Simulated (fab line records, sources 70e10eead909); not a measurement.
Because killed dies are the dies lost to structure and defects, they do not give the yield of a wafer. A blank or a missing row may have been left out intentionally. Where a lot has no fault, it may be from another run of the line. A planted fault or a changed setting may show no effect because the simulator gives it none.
Which tool is to blame?	flow nand_harc	Sampling: 11 lots, 33 wafers, 6 of 1159 route steps

== WHAT THE GAUGES SHOWED, per wafer ==
NHARC_A_M0_CD_MEAS_09: the cd target is 80 nm. Usual: 80.3 nm for cd_nm, sd 0.76.
lot	measured	on	cd_nm (nm)	flag
L832	day 17 16:12	cd_sem-03	80.5 79.5 78.9	
L833	day 17 20:58	cd_sem-03	80.6 80.4 80.0	
L834	day 17 22:08	cd_sem-02	79.4 79.8 80.6	
L836	day 18 09:39	cd_sem-02	80.9 80.3 81.2	
L840	day 19 04:23	cd_sem-01	80.4 81.3 81.8	
L843	day 19 13:38	cd_sem-02	80.6 80.6 79.8	
L841	day 19 20:10	cd_sem-01	81.2 79.9 79.3	
L844	day 20 06:43	cd_sem-03	78.0 79.3 79.0	
L845	day 20 09:56	cd_sem-02	80.7 81.5 80.7	
L850	day 22 03:19	cd_sem-02	92.4 93.3 92.2	OFF
L855	day 23 04:14	cd_sem-01	93.2 93.5 93.9	OFF

NHARC_END_SORT_01. Usual: defect_limited_yield 95.3 %, standard deviation 1.6; killed_at_array 27, standard deviation 12; killed_at_other 0.8, standard deviation 1; killed_at_periphery 4.0, standard deviation 2.5; killed_dies 32, standard deviation 11; killed_open 3.3, standard deviation 1.8; killed_short 2.0, standard deviation 1.5; sort_bin_2_pct 1.5 %, standard deviation 0.59; sort_bin_3_pct 0.27 %, standard deviation 0.22; sort_bin_4_pct 3.0 %, standard deviation 1.1; sort_n_pass 645, standard deviation 11; sort_rim_yield_pct 95.6 %, standard deviation 2.7; sort_yield_pct 95.3 %, standard deviation 1.6.
lot	measured	on	defect_limited_yield (%)	killed_at_array	killed_at_other	killed_at_periphery	killed_dies	killed_open	killed_short	sort_bin_2_pct (%)	sort_bin_3_pct (%)	sort_bin_4_pct (%)	sort_n_pass	sort_rim_yield_pct (%)	sort_yield_pct (%)	flag
L850	day 23 23:44	prober-01	93.6 93.6 92.2	42 41 52	0 0 0	1 2 1	43 43 53	3 4 2	1 2 4	2.5 1.2 2.5	0.44 0.30 0	3.4 4.9 5.3	634 634 624	95.3 94.3 90.6	93.6 93.6 92.2	

== WHICH TOOL RAN EACH LOT (tool, then ch and the chambers of the sampled wafers, then the start) ==
lot	NHARC_A_BLC_ETCH_18	NHARC_A_BLC_CVD_24	NHARC_A_M0_PEB_07	NHARC_A_M0_ETCH_34
L832	rie_diel-01 ch 0,3, day 17 16:07 or earlier	cvd_w-01 ch 0,1, day 17 16:07 or earlier	litho_track-04 ch 0, day 17 16:07	rie_diel-12 ch 2,3, day 17 16:28
L833	rie_diel-13 ch 0,1,3, day 17 20:53 or earlier	cvd_w-02 ch 0,1, day 17 20:53 or earlier	litho_track-01 ch 0, day 17 20:53	rie_diel-11 ch 0,1,2, day 17 21:14
L834	rie_diel-01 ch 0,1,2, day 17 22:03 or earlier	cvd_w-01 ch 0,1, day 17 22:03 or earlier	litho_track-01 ch 0, day 17 22:03	rie_diel-11 ch 0,1, day 17 22:25
L836	rie_diel-01 ch 0,1,3, day 18 09:34 or earlier	cvd_w-01 ch 0,1, day 18 09:34 or earlier	litho_track-06 ch 0, day 18 09:34	rie_diel-11 ch 1,3, day 18 09:55
L840	rie_diel-01 ch 0,1,2, day 19 04:18 or earlier	cvd_w-02 ch 0,1, day 19 04:18 or earlier	litho_track-01 ch 0, day 19 04:18	rie_diel-12 ch 0,1,3, day 19 04:40
L843	rie_diel-01 ch 0,1,2, day 19 13:33 or earlier	cvd_w-01 ch 0,1, day 19 13:33 or earlier	litho_track-06 ch 0, day 19 13:33	rie_diel-12 ch 0,2,3, day 19 13:55
L841	rie_diel-01 ch 0,1,2, day 19 20:05 or earlier	cvd_w-02 ch 0,1, day 19 20:05 or earlier	litho_track-04 ch 0, day 19 20:05	rie_diel-03 ch 0,2,3, day 19 20:28
L844	rie_diel-04 ch 0,1,2, day 20 06:38 or earlier	cvd_w-01 ch 0,1, day 20 06:38 or earlier	litho_track-01 ch 0, day 20 06:38	rie_diel-03 ch 0,1,3, day 20 06:59
L845	rie_diel-13 ch 0,1, day 20 09:51 or earlier	cvd_w-02 ch 1, day 20 09:51 or earlier	litho_track-06 ch 0, day 20 09:51	rie_diel-12 ch 0,3, day 20 10:13
L850	rie_diel-13 ch 0,1,3, day 22 03:14 or earlier	cvd_w-01 ch 0,1, day 22 03:14 or earlier	litho_track-06 ch 0, day 22 03:14	rie_diel-03 ch 1,3, day 22 03:35
L855	rie_diel-01 ch 0,3, day 23 04:10 or earlier	cvd_w-02 ch 0,1, day 23 04:10 or earlier	litho_track-06 ch 0, day 23 04:10	rie_diel-03 ch 0,3, day 23 04:31
- NHARC_A_BLC_ETCH_18: etches the open film in C4F8/O2/Ar, target depth 910 nm.
- NHARC_A_BLC_CVD_24: deposits W, target thk 150 nm, time 434 s.
- NHARC_A_M0_PEB_07: peb time 65 s.
- NHARC_A_M0_ETCH_34: etches the open film in N2/H2, target depth 40 nm, overetch 12 nm, time 43.94 s.

== AS READ BY THE TOOLS THEMSELVES (means over the sampled wafers that have a number; for cases with no such wafer, the mark the record gives instead) ==
NHARC_A_BLC_ETCH_18. Usual: oes_product_au 0.952 a.u., standard deviation 0.021; rf_vpp_V 979 V, standard deviation 6.1.
lot	tool	oes_product_au (a.u.)	rf_vpp_V (V)	flag
L832	rie_diel-01	0.967	982	
L833	rie_diel-13	0.965	979	
L834	rie_diel-01	0.965	978	
L836	rie_diel-01	0.970	982	
L840	rie_diel-01	0.926	977	
L843	rie_diel-01	0.972	977	
L841	rie_diel-01	0.921	977	
L844	rie_diel-04	0.931	975	
L845	rie_diel-13	0.973	977	
L850	rie_diel-13	0.969	979	
L855	rie_diel-01	0.966	981	

NHARC_A_BLC_CVD_24. Usual: heater_power_outer_w 275 W, standard deviation 15; heater_power_w 495 W, standard deviation 26; throttle_valve_pct 7.90 %, standard deviation 0.25.
lot	tool	heater_power_outer_w (W)	heater_power_w (W)	throttle_valve_pct (%)	flag
L832	cvd_w-01	261	491	7.79	
L833	cvd_w-02	289	515	7.89	
L834	cvd_w-01	267	469	7.97	
L836	cvd_w-01	262	477	7.97	
L840	cvd_w-02	293	509	7.74	
L843	cvd_w-01	264	491	7.90	
L841	cvd_w-02	291	512	7.86	
L844	cvd_w-01	268	475	8.13	
L845	cvd_w-02	280	500	8.12	
L850	cvd_w-01	260	458	8.03	
L855	cvd_w-02	288	503	8.02	

NHARC_A_M0_ETCH_34. Usual: drypump_motor_current_A 5.6 A, standard deviation 0.44; oes_product_au 0.997 a.u., standard deviation 0.01; rf_vpp_V 429.1 V, standard deviation 2.3; showerhead_plenum_p_Torr 1.99 Torr, standard deviation 0.076; throttle_valve_pct 14.171 %, standard deviation 0.0086.
lot	tool	drypump_motor_current_A (A)	oes_product_au (a.u.)	rf_vpp_V (V)	showerhead_plenum_p_Torr (Torr)	throttle_valve_pct (%)	flag
L832	rie_diel-12	5.7	0.989	429.2	1.99	14.170	
L833	rie_diel-11	5.3	1.003	429.7	2.01	14.164	
L834	rie_diel-11	4.8	1.011	431.0	2.01	14.172	
L836	rie_diel-11	5.2	0.991	432.3	2.14	14.171	
L840	rie_diel-12	5.7	0.984	427.6	1.94	14.171	
L843	rie_diel-12	5.7	1.001	428.7	1.99	14.173	
L841	rie_diel-03	5.8	0.990	427.4	1.94	14.174	
L844	rie_diel-03	5.5	0.995	429.2	2.00	14.180	
L845	rie_diel-12	5.8	0.996	428.6	1.96	14.167	
L850	rie_diel-03	5.3	1.010	429.7	2.02	14.174	
L855	rie_diel-03	5.6	0.993	429.3	1.98	14.177	

== THE ANSWER, worked out from the rows above alone ==
Rule: lot off if the mean of its wafers having a number is beyond 3 standard deviations from the usual mean. A lot without any number at a reading at which 4 lots or more have one is off too. The other lots that the step has rows for count as sound. Order of review: gauges by route order, followed by the tools' own readings, for which a lot's mean as printed above is used. The first step at which some lot is off is used, and at that step the reading that is off furthest; a lot without a number counts as furthest.
Off, at NHARC_A_M0_CD_MEAS_09 on cd_nm: L850, L855.
A tool fits if, at a process step before that reading, it ran every lot that is off, and no sound lot after the first of them. The gauges at NHARC_A_M0_CD_MEAS_09 are tried like those tools. Because NHARC_A_BLC_ETCH_18 lacks a start for some lots, the hours and order of its lots are taken from NHARC_A_M0_PEB_07. Because NHARC_A_BLC_CVD_24 lacks a start for some lots, the hours and order of its lots are taken from NHARC_A_M0_PEB_07. One candidate fits, namely litho_track-06 at NHARC_A_M0_PEB_07. Its last sound lot is L845 (day 20 09:51), its first lot that is off L850 (day 22 03:14): a fault that began between those two fits.

== WHAT THE SIMULATOR HAD INSERTED ==
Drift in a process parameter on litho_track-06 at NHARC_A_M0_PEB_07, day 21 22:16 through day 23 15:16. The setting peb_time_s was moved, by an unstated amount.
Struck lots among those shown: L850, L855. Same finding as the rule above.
